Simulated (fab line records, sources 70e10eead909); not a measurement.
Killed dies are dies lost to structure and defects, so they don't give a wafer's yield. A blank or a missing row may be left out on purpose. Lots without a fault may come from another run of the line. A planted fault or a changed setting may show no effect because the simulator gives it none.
fab line records | flow nand_harc
record lots=5 wafers=15 last_day=23
route steps=1159 shown P_GATE@185 END@1159
lots that met no fault: from a run of the same line without faults
start_h: hours from the record's first day to the start of the lot's first wafer shown | wait_h: hours since the lot's step before | " the same as in the row above | L1.1+2: a row that stands for several wafers | - no value, or no start given | * or withheld: withheld | < > ~ a bound
route shown NAME@n: a module of which the file shows steps, and the number in the route of the first | usual: mean/standard deviation of fault-free wafers | same: alike in all rows | chamber/n: place in a boat | sites: the reading at each site | _std_site: their standard deviation | _edge_site: outer sites' mean less inner sites' | radius_mm: how far each site lies from the wafer's centre | mask NAME#n: copy n | behind: the tool/chamber that last shaped the wafer | hold: why the lot was held/for how many hours/how that ended | device: the transistor (n, p or np) that didn't switch | end of line: the same wafers' tests at the end of the route | a step without rows: its recipe alone | killed: dies lost to structure and defects at the first sort, not the wafer's yield | map: a wafer's dies, x killed, . not, _ none there
set.NAME: the setting as run; set.NAME@STEP: as run at that earlier step | model.NAME: the simulator's own value behind a step, which no gauge read
lots at some steps of the route; a table a step, a row a wafer
services: from which hour (start_h, from the record's first day; less than 0 if before it) a tool's chamber was out of use, for how many hours, and why
## steps
# step NHARC_P_GATE_CD_MEAS_59
# recipe target_cd_nm=720 landing_energy_ev=500
# usual cd_nm=720.6/1.1
# columns lot.wafer tool chamber start_h wait_h cd_nm
L979.1 cd_sem-01 0 111.42 - 721.3
L979.2 " 0 " " 721.9
L979.3 " 0 " " 721.1
L986.2 cd_sem-03 0 165.51 - 721.1
L986.3 " 0 " " 720.6
L986.6 " 0 " " 719.5
L994.2 cd_sem-02 0 200.89 - 722.9
L994.4 " 0 " " 719.9
L994.5 " 0 " " 719.5
L996.1 cd_sem-01 0 209.62 - 719.9
L996.5 " 0 " " 721.4
L996.6 " 0 " " 721.5
L995.1 cd_sem-01 0 211.70 - 721.5
L995.2 " 0 " " 721.0
L995.5 " 0 " " 722.2
# step NHARC_P_GATE_HARDBAKE_60
# recipe temp_c=125 time_s=80
# step NHARC_P_GATE_DESCUM_61
# recipe time_s=3 o2_flow_sccm=200 ar_flow_sccm=0 bias_power_w=0 chemistry=O2
# usual drypump_motor_current_A=5.7/0.38 oes_product_au=1.001/0.008 rf_vpp_V=57.8/0.84 showerhead_plenum_p_Torr=1.93/0.093 throttle_valve_pct=11.311/0.01
# columns lot.wafer tool chamber start_h wait_h drypump_motor_current_A oes_product_au rf_hours_counter_h rf_vpp_V showerhead_plenum_p_Torr throttle_valve_pct
L979.2 rie_diel-01 1 111.58 - 5.7 0.996 27 57.7 2.00 11.300
L979.3 " 2 " " 5.5 0.993 27 57.7 1.81 11.311
L979.1 " 3 " " 5.6 0.997 25 58.7 2.01 11.318
L986.3 rie_diel-01 2 165.69 - 5.5 0.992 3 58.2 1.81 11.309
L986.2 " 3 " " 5.6 1.008 3 57.9 2.01 11.319
L986.6 " 1 " " 5.7 1.004 - 58.1 1.99 11.325
L994.2 rie_diel-01 2 201.05 - 5.5 0.984 8 57.2 1.81 11.316
L994.4 " 3 " " 5.6 1.000 8 57.3 2.01 11.301
L994.5 " 3 " " 5.6 0.999 - 58.3 2.01 11.321
L996.1 rie_diel-01 1 209.83 - 5.7 1.004 10 56.8 1.99 11.295
L996.5 " 3 " " 5.6 1.006 - 59.3 2.01 11.306
L996.6 " 0 " " 5.3 1.008 - 58.2 1.97 11.307
L995.1 rie_diel-01 1 211.86 - 5.7 0.996 11 57.9 1.99 11.325
L995.2 " 0 " " 5.3 0.996 11 58.2 1.97 11.323
L995.5 " 2 " " 5.6 1.004 - 59.2 1.81 11.311
# step NHARC_P_GATE_IMPLANT_62
# recipe energy_kev=20 dose_cm2=3e+15 tilt_deg=7
# step NHARC_P_GATE_STRIP_112
# recipe power_w=1500 temp_c=110 time_s=200 chemistry=N2/H2
# usual drypump_motor_current_A=5.5/0.35 heater_power_w=87/9.1
# columns lot.wafer tool chamber start_h wait_h drypump_motor_current_A heater_power_w rf_hours_counter_h
L979.1 plasma_asher-01 0 111.95 0.2 5.0 91 1
L979.2 " 1 " " 5.2 71 1
L979.3 " 0 " " 5.0 89 -
L986.2 plasma_asher-02 1 166.03 0.2 5.8 93 52
L986.3 " 0 " " 5.8 95 -
L986.6 " 0 " " 5.8 95 -
L994.2 plasma_asher-01 0 201.46 0.2 5.0 89 34
L994.4 " 1 " " 5.2 71 -
L994.5 " 1 " " 5.2 72 -
L996.1 plasma_asher-02 1 210.17 0.2 5.8 90 5
L996.6 " 1 " " 5.8 93 -
L996.5 " 0 " " 5.8 90 -
L995.1 plasma_asher-02 0 212.23 0.2 5.8 92 6
L995.2 " 1 " " 5.8 93 6
L995.5 " 0 " " 5.8 90 -
# step NHARC_P_GATE_STRIP_76
# recipe power_w=1500 temp_c=250 chemistry=O2
# usual drypump_motor_current_A=5.5/0.35 heater_power_w=327/34
# columns lot.wafer tool chamber start_h wait_h drypump_motor_current_A heater_power_w rf_hours_counter_h
L979.1 plasma_asher-01 0 112.20 0.2 5.0 343 1
L979.2 " 1 " " 5.2 271 1
L979.3 " 0 " " 5.0 337 -
L986.2 plasma_asher-02 1 166.30 0.2 5.8 362 53
L986.3 " 0 " " 5.8 349 -
L986.6 " 0 " " 5.8 354 -
L994.2 plasma_asher-01 0 201.69 0.2 5.0 330 34
L994.4 " 1 " " 5.2 271 -
L994.5 " 1 " " 5.2 265 -
L996.1 plasma_asher-02 1 210.43 0.2 5.8 339 5
L996.6 " 1 " " 5.8 338 -
L996.5 " 0 " " 5.8 342 -
L995.1 plasma_asher-02 0 212.49 0.2 5.8 341 6
L995.2 " 1 " " 5.8 347 6
L995.5 " 0 " " 5.8 339 -
# step NHARC_P_GATE_STRIP_63
# recipe time_s=900 temp_c=130 chemistry=SPM
# step NHARC_P_GATE_DEHYDRATE_83
# recipe temp_c=150 time_s=120
# step NHARC_P_GATE_HMDS_84
# recipe time_s=30
# step NHARC_P_GATE_COAT_85
# recipe spin_rpm=3000
# step NHARC_P_GATE_SOFTBAKE_86
# recipe temp_c=122 time_s=95
# step NHARC_P_GATE_EBR_87
# step NHARC_P_GATE_EXPOSE_88
# recipe na=0.6 target_cd_nm=2000 dose_mj=11.87 mask_id=P_HVN
# columns lot.wafer tool chamber start_h wait_h mask
L979.1+2+3 krf_scanner-01 0 112.99 - P_HVN#0
L986.2+3+6 krf_scanner-03 0 167.07 - P_HVN#0
L994.2+4+5 krf_scanner-01 0 202.45 - P_HVN_R1#0
L996.1+5+6 krf_scanner-01 0 211.07 - P_HVN#0
L995.1+2+5 krf_scanner-03 0 213.25 - P_HVN#0
# step NHARC_P_GATE_PEB_89
# recipe peb_temp_c=118 peb_time_s=85
# step NHARC_P_GATE_DEVELOP_90
# recipe time_s=70
# step NHARC_P_GATE_CD_MEAS_91
# recipe target_cd_nm=2000 landing_energy_ev=500
# usual cd_nm=1999.3/1.4
# columns lot.wafer tool chamber start_h wait_h cd_nm
L979.1 cd_sem-03 0 113.14 - 1999.4
L979.2 " 0 " " 1999.7
L979.3 " 0 " " 1999.1
L986.2 cd_sem-01 0 167.22 - 1998.5
L986.3 " 0 " " 2000.5
L986.6 " 0 " " 1997.6
L994.2 cd_sem-03 0 202.60 - 1906.5
L994.4 " 0 " " 1906.0
L994.5 " 0 " " 1905.8
L996.1 cd_sem-01 0 211.23 - 1998.0
L996.5 " 0 " " 1997.7
L996.6 " 0 " " 2000.0
L995.1 cd_sem-03 0 213.41 - 1999.1
L995.2 " 0 " " 2000.0
L995.5 " 0 " " 2001.3
# step NHARC_P_GATE_HARDBAKE_92
# recipe temp_c=125 time_s=80
# step NHARC_P_GATE_DESCUM_93
# recipe time_s=3 o2_flow_sccm=200 ar_flow_sccm=0 bias_power_w=0 chemistry=O2
# usual drypump_motor_current_A=5.8/0.46 oes_product_au=1.002/0.0075 rf_vpp_V=57.9/0.84 showerhead_plenum_p_Torr=1.91/0.095 throttle_valve_pct=11.311/0.0087
# columns lot.wafer tool chamber start_h wait_h drypump_motor_current_A oes_product_au rf_hours_counter_h rf_vpp_V showerhead_plenum_p_Torr throttle_valve_pct model.P_GATE.cd_nm
L979.3 rie_diel-01 1 113.30 - 5.7 0.995 28 58.1 2.00 11.316 1999
L979.1 " 2 " " 5.5 0.996 27 58.9 1.81 11.306 1999
L979.2 " 3 " " 5.6 1.006 26 59.7 2.01 11.318 2000
L986.3 rie_diel-01 1 167.38 - 5.7 0.979 3 58.0 1.99 11.323 2000
L986.2 " 0 " " 5.3 0.997 3 58.7 1.97 11.305 1998
L986.6 " 2 " " 5.5 0.994 - 57.7 1.81 11.317 1998
L994.4 rie_diel-03 2 202.75 - 6.7 1.006 54 57.6 1.91 11.299 720.1
L994.2 " 1 " " 6.4 0.996 56 57.0 1.81 11.318 1907
L994.5 " 3 " " 6.4 1.008 - 57.5 2.03 11.301 1906
L996.1 rie_diel-03 3 211.40 - 6.4 1.014 55 58.4 2.03 11.297 1998
L996.5 " 2 " " 6.7 1.007 - 58.7 1.91 11.308 1998
L996.6 " 3 " " 6.4 1.007 - 58.1 2.03 11.331 2000
L995.2 rie_diel-03 2 213.58 - 6.7 0.994 58 56.1 1.91 11.306 2000
L995.1 " 0 " " 5.3 1.001 60 57.8 1.78 11.301 1999
L995.5 " 1 " " 6.4 1.001 - 56.5 1.81 11.298 2001
# step NHARC_P_GATE_IMPLANT_94
# recipe energy_kev=60 dose_cm2=2e+15 tilt_deg=7
# step NHARC_END_SORT_01
# recipe temp_c=25
# usual killed_at_array=27/11 killed_at_other=0.8/1.1 killed_at_periphery=2.8/1.9 killed_dies=30/11 killed_open=3.3/1.8 killed_short=2.3/1.5
# same gross_dies=677
# columns lot.wafer tool chamber start_h wait_h killed_at_array killed_at_other killed_at_periphery killed_dies killed_open killed_short
L986.2 prober-02 0 490.57 2.8 28 2 2 32 0 2
L986.3 prober-02 0 491.38 3.1 25 1 3 29 6 2
L986.6 prober-02 0 493.79 4.0 36 2 2 40 4 3
L994.2 prober-02 0 548.67 2.8 38 1 3 42 5 2
L994.4 prober-02 0 550.27 3.4 50 4 4 58 6 2
L994.5 prober-02 0 551.08 3.7 55 0 1 56 4 2
# killed by level:class
L986.2 A_CHANNEL_HOLE_D1:chamber_film_flake=11 A_SLIT:chamber_film_flake=7 A_CONTACT:chamber_film_flake=4 A_STAIRCASE:chamber_film_flake=3 A_ONON_D1:geometric_particle:short=1 A_CONTACT:geometric_particle:short=1 P_STI:chamber_film_flake=1 P_GATE:chamber_film_flake=1
L986.3 A_CHANNEL_HOLE_D1:chamber_film_flake=9 A_CONTACT:chamber_film_flake=5 A_SLIT:chamber_film_flake=4 A_CONTACT:geometric_particle:open=3 P_M0:geometric_particle:short=1 P_M0:geometric_particle:open=1 A_WL_FILL:geometric_particle:short=1 A_BLC:geometric_particle:open=1
L986.6 A_CHANNEL_HOLE_D1:chamber_film_flake=11 A_SLIT:chamber_film_flake=8 A_CONTACT:chamber_film_flake=5 A_STAIRCASE:chamber_film_flake=4 A_WL_FILL:geometric_particle:short=2 P_STI:chamber_film_flake=2 THIN_TSV:chamber_film_flake=2 A_SOURCE_PLATE:geometric_particle:open=1
L994.2 A_SLIT:chamber_film_flake=18 A_CHANNEL_HOLE_D1:chamber_film_flake=8 A_STAIRCASE:chamber_film_flake=6 P_M1:geometric_particle:open=1 P_M1:geometric_particle:short=1 A_ONON_D1:geometric_particle:short=1 A_WL_FILL:geometric_particle:open=1 A_CONTACT:geometric_particle:open=1
L994.4 A_SLIT:chamber_film_flake=18 A_CHANNEL_HOLE_D1:chamber_film_flake=16 A_STAIRCASE:chamber_film_flake=6 A_CONTACT:chamber_film_flake=5 THIN_TSV:chamber_film_flake=3 P_CONTACT:geometric_particle:open=1 P_M0:geometric_particle:open=1 P_M0:geometric_particle:short=1
L994.5 A_CHANNEL_HOLE_D1:chamber_film_flake=21 A_SLIT:chamber_film_flake=17 A_CONTACT:chamber_film_flake=6 A_STAIRCASE:chamber_film_flake=5 A_SOURCE_PLATE:geometric_particle:open=2 A_CONTACT:geometric_particle:open=2 A_SGD_CUT:geometric_particle:short=1 A_CONTACT:geometric_particle:short=1
## services
# columns tool chamber start_h hours kind
krf_scanner-03 - 89.96 0.7 repair
rie_diel-01 0 92.61 - clean
rie_diel-01 1 92.61 - clean
rie_diel-01 2 92.61 - clean
rie_diel-01 3 92.61 - clean
plasma_asher-01 - 99.47 9.0 pm
plasma_asher-01 - 109.28 1.0 repair
krf_scanner-03 - 111.33 1.3 repair
krf_scanner-01 - 114.16 1.4 repair
rie_diel-01 0 117.11 - clean
rie_diel-01 1 117.11 - clean
rie_diel-01 2 117.11 - clean
rie_diel-01 3 117.11 - clean
rie_diel-03 3 123.73 5.0 repair
krf_scanner-01 - 132.95 0.2 repair
krf_scanner-01 - 135.56 1.4 repair
rie_diel-01 - 137.83 9.0 pm
rie_diel-01 0 137.83 9.0 vent_cycle
rie_diel-01 1 137.83 9.0 vent_cycle
krf_scanner-03 - 168.00 4.0 pm
plasma_asher-02 - 183.00 9.0 pm
krf_scanner-03 - 196.63 1.4 repair
krf_scanner-01 - 197.30 0.6 repair
krf_scanner-01 - 211.99 10.6 repair
## key
first_sign step=NHARC_P_GATE_EXPOSE_88 reading=mask direction=changed
effect step=NHARC_P_GATE_CD_MEAS_91 reading=cd_nm direction=down sigmas=68 usual=1999.3 struck=1906.1
model_effect step=NHARC_P_GATE_DESCUM_93 value=P_GATE.cd_nm without=1999 struck=1906
met_at NHARC_P_GATE_EXPOSE_88
struck_wafers L994.2,L994.4,L994.5
tester_left_out L994
onset_between 112.99 202.45
fault kind=wrong_mask tool=any chamber=- onset_h=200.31 steps=NHARC_P_GATE_EXPOSE_88 aux_copy=P_HVN_R1#0 cd_offset_nm=-92.374 scope=struck_lots_only
# tester_left_out: of these lots the tester's yield and bins aren't shown, on N5 and GAA mostly nor the transistor test; their killed dies are dies lost to structure and defects alone, not to doping, threshold or leakage, so they don't give the yield
